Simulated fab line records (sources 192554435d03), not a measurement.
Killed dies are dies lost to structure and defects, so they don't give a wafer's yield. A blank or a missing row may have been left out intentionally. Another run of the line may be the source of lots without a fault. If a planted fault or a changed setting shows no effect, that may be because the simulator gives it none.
The tool behind it: which one? -- flow n5-finfet -- Sampling: 10 lots, 30 wafers, 6 of 1938 route steps

WHAT EACH GAUGE READ, for each wafer
Not one reading of a measure or inspect step in the record can be checked against a usual standard deviation.

WHAT TOOL EACH LOT RAN ON (gives the tool, then ch and the chambers of the sampled wafers, and finally the start)
lot,N5_BEOL_M12_DEGAS_41,N5_BEOL_M12_SPUTTER_44,N5_BEOL_M12_ANNEAL_48,N5_BEOL_M13_COAT_66,N5_BEOL_M13_ETCH_67,N5_PASSIVATION_PROBE_49
L519,"pvd-sputter-03, day 10 18:47","pvd-sputter-03, day 10 18:57","rtp-anneal-02 ch 0, day 10 19:17","litho-track-02 ch 0, day 10 21:18","rie-diel-03 ch 0,2,3, day 10 21:55",-
L522,"pvd-sputter-03, day 11 14:57","pvd-sputter-03, day 11 15:07","rtp-anneal-02 ch 0, day 11 15:27","litho-track-05 ch 0, day 11 17:32","rie-diel-05 ch 1,2,3, day 11 18:14",-
L525,"pvd-sputter-01, day 13 04:51","pvd-sputter-01, day 13 05:01","rtp-anneal-02 ch 0, day 13 05:21","litho-track-05 ch 0, day 13 07:35","rie-diel-05 ch 1,2, day 13 07:59",-
L526,"pvd-sputter-02, day 13 13:21","pvd-sputter-02, day 13 13:31","rtp-anneal-01 ch 0, day 13 13:51","litho-track-05 ch 0, day 13 15:52","rie-diel-04 ch 0,2,3, day 13 16:25",-
L528,"pvd-sputter-02, day 13 14:01","pvd-sputter-02, day 13 14:11","rtp-anneal-01 ch 0, day 13 14:34","litho-track-05 ch 0, day 13 16:32","rie-diel-04 ch 1,2,3, day 13 17:08",-
L531,"pvd-sputter-03, day 14 22:02","pvd-sputter-03, day 14 22:11","rtp-anneal-01 ch 0, day 14 22:32","litho-track-05 ch 0, day 15 00:42","rie-diel-03 ch 1,2, day 15 01:14",-
L537,"pvd-sputter-01, day 15 22:52","pvd-sputter-01, day 15 23:02","rtp-anneal-01 ch 0, day 15 23:30","litho-track-05 ch 0, day 16 01:29","rie-diel-04 ch 1,2, day 16 02:13","prober-02, day 17 09:43"
L538,"pvd-sputter-01, day 16 11:07","pvd-sputter-01, day 16 11:16","rtp-anneal-01 ch 0, day 16 11:40","litho-track-02 ch 0, day 16 13:47","rie-diel-03 ch 0,1,3, day 16 14:11",-
L540,"pvd-sputter-03, day 17 02:15","pvd-sputter-03, day 17 02:25","rtp-anneal-01 ch 0, day 17 02:47","litho-track-04 ch 0, day 17 04:54","rie-diel-03 ch 0,1,2, day 17 05:26",-
L541,"pvd-sputter-02, day 17 08:13","pvd-sputter-02, day 17 08:23","rtp-anneal-01 ch 0, day 17 08:43","litho-track-04 ch 0, day 17 10:58","rie-diel-05 ch 1,3, day 17 11:33",-
- N5_BEOL_M12_DEGAS_41: time 60 s.
- N5_BEOL_M12_SPUTTER_44: material Ta, target thk 10 nm, time 16.13 s.
- N5_BEOL_M12_ANNEAL_48: time 90 s.
- N5_BEOL_M13_COAT_66: time 60 s, resist thk 110 nm.
- N5_BEOL_M13_ETCH_67: etches SiARC in CF4, target depth 143 nm, time 238.3 s.
- N5_PASSIVATION_PROBE_49

AS READ BY THE TOOLS THEMSELVES (means over the sampled wafers that have a number; for cases with no such wafer, the mark the record gives instead)
N5_BEOL_M12_DEGAS_41. Usual: heater-power-w 333 W, standard deviation 36.
lot,tool,heater-power-w (W),flag
L519,pvd-sputter-03,304,
L522,pvd-sputter-03,302,
L525,pvd-sputter-01,336,
L526,pvd-sputter-02,341,
L528,pvd-sputter-02,314,
L531,pvd-sputter-03,302,
L537,pvd-sputter-01,338,
L538,pvd-sputter-01,342,
L540,pvd-sputter-03,311,
L541,pvd-sputter-02,339,

N5_BEOL_M12_SPUTTER_44. Usual: chamber-pressure-pa 0.07 Pa, standard deviation 0.00014; throttle-valve-pct 29.6 %, standard deviation 1.2.
lot,tool,chamber-pressure-pa (Pa),throttle-valve-pct (%),flag
L519,pvd-sputter-03,0.07,29.0,
L522,pvd-sputter-03,0.07,29.8,
L525,pvd-sputter-01,0.07,28.9,
L526,pvd-sputter-02,0.07,30.3,
L528,pvd-sputter-02,0.07,30.1,
L531,pvd-sputter-03,0.07,29.5,
L537,pvd-sputter-01,0.07,28.8,
L538,pvd-sputter-01,0.07,30.1,
L540,pvd-sputter-03,0.07,29.6,
L541,pvd-sputter-02,0.07,30.1,

N5_BEOL_M12_ANNEAL_48. Usual: wafer_temp_C_max 226.0, standard deviation 0.33.
lot,tool,wafer_temp_C_max,flag
L519,rtp-anneal-02,225.9,
L522,rtp-anneal-02,226.0,
L525,rtp-anneal-02,225.6,
L526,rtp-anneal-01,226.1,
L528,rtp-anneal-01,225.9,
L531,rtp-anneal-01,226.5,
L537,rtp-anneal-01,226.4,
L538,rtp-anneal-01,226.1,
L540,rtp-anneal-01,225.7,
L541,rtp-anneal-01,226.1,

N5_BEOL_M13_COAT_66. Usual: dispense-pressure-kPa 52 kPa, standard deviation 6.9; spin-speed-rpm 1499.9 rpm, standard deviation 1.1.
lot,tool,dispense-pressure-kPa (kPa),spin-speed-rpm (rpm),flag
L519,litho-track-02,42,1499.8,
L522,litho-track-05,56,1499.9,
L525,litho-track-05,56,1500.7,
L526,litho-track-05,56,1499.2,
L528,litho-track-05,56,1499.6,
L531,litho-track-05,56,1673.1,OFF
L537,litho-track-05,56,1673.0,OFF
L538,litho-track-02,42,1500.1,
L540,litho-track-04,59,1499.1,
L541,litho-track-04,59,1500.1,

N5_BEOL_M13_ETCH_67. Usual: for drypump-motor-current-A, 5.5 A with a standard deviation of 0.52; for etch-rf-on-time-s, 239 s with a standard deviation of 5.4; for oes-product-au, 0.65 a.u. with a standard deviation of 0.067; for rf-fwd-power-W, 543.1 W with a standard deviation of 1.7; for rf-vpp-V, 184.1 V with a standard deviation of 1.1; for showerhead-plenum-p-Torr, 2.15 Torr with a standard deviation of 0.077; for throttle-valve-pct, 15.75 % with a standard deviation of 0.23.
lot,tool,drypump-motor-current-A (A),etch-rf-on-time-s (s),oes-product-au (a.u.),rf-fwd-power-W (W),rf-vpp-V (V),showerhead-plenum-p-Torr (Torr),throttle-valve-pct (%),flag
L519,rie-diel-03,5.8,232,0.76,541.8,183.4,2.12,15.62,
L522,rie-diel-05,5.6,234,0.73,544.8,184.5,2.21,15.61,
L525,rie-diel-05,5.4,238,0.70,543.4,185.5,2.26,15.79,
L526,rie-diel-04,5.1,240,0.61,543.5,183.5,2.12,15.70,
L528,rie-diel-04,5.0,241,0.61,542.3,183.5,2.15,15.90,
L531,rie-diel-03,6.1,219,0.71,543.3,183.9,2.17,15.53,OFF
L537,rie-diel-04,5.0,228,0.59,541.8,184.3,2.15,16.02,
L538,rie-diel-03,5.7,242,0.63,542.8,183.5,2.08,15.92,
L540,rie-diel-03,5.7,238,0.64,544.4,184.1,2.11,15.76,
L541,rie-diel-05,5.8,235,0.67,544.2,185.0,2.19,15.73,

N5_PASSIVATION_PROBE_49. Usual: defect-limited-yield 91.4 %, standard deviation 1.5; killed_at_M0_to_M3 35, standard deviation 12; killed_at_M4_up 13, standard deviation 5.8; killed-at-contacts 12, standard deviation 5.5; killed-at-front-end 36, standard deviation 9.9; killed-at-other 4, standard deviation 3.7; killed-dies 101, standard deviation 18; killed-open 66, standard deviation 13; killed-short 33, standard deviation 8; sort_bin_4_leakage 0.00 %, standard deviation 0.016; sort_bin_5_function 5.0 %, standard deviation 1; sort_bin_6_memory 3.2 %, standard deviation 0.67; sort-n-pass 1079, standard deviation 18; sort-yield-pct 91.4 %, standard deviation 1.5.
lot,tool,defect-limited-yield (%),killed_at_M0_to_M3,killed_at_M4_up,killed-at-contacts,killed-at-front-end,killed-at-other,killed-dies,killed-open,killed-short,sort_bin_4_leakage (%),sort_bin_5_function (%),sort_bin_6_memory (%),sort-n-pass,sort-yield-pct (%),flag
L537,prober-02,93.1,26,14,8,29,5,81,53,25,0.00,4.3,2.3,1099,93.1,

THE ANSWER, worked out from the rows above alone
Rule: a lot counts as off when the mean over its wafers that have a number is more than 3 standard deviations away from the usual mean. Also off: a lot with no number at a reading for which 4 or more lots have one. All remaining lots with rows at the step are treated as sound. After the gauges, taken in route order, come the tools' own readings; for these a lot's mean is taken, as printed above. The first step at which some lot is off is used, and at that step the reading that is off furthest; a lot without a number counts as furthest.
Off: L531, L537, at N5_BEOL_M13_COAT_66 (spin-speed-rpm).
If a tool, at that step or one of the process steps before it, ran each lot that is off and ran no sound lot following the first of them, it fits. One fits: litho-track-05 at N5_BEOL_M13_COAT_66. A fault onset in the window from L528 (day 13 16:32, its last sound lot) to L531 (day 15 00:42, its first lot off) fits.
The tool's own readings at N5_BEOL_M13_COAT_66 bear it out: on the lots that are off they differ by more than 5 times the standard deviation of the sound lots' means. spin-speed-rpm reads 1673.0 rpm there against 1499.8 rpm on the sound lots.

WHAT THE SIMULATOR HAD INSERTED
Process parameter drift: litho-track-05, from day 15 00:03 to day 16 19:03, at N5_BEOL_M13_COAT_66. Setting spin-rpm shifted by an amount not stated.
Lots struck among those shown: L531, L537. The rule given above showed the same thing.
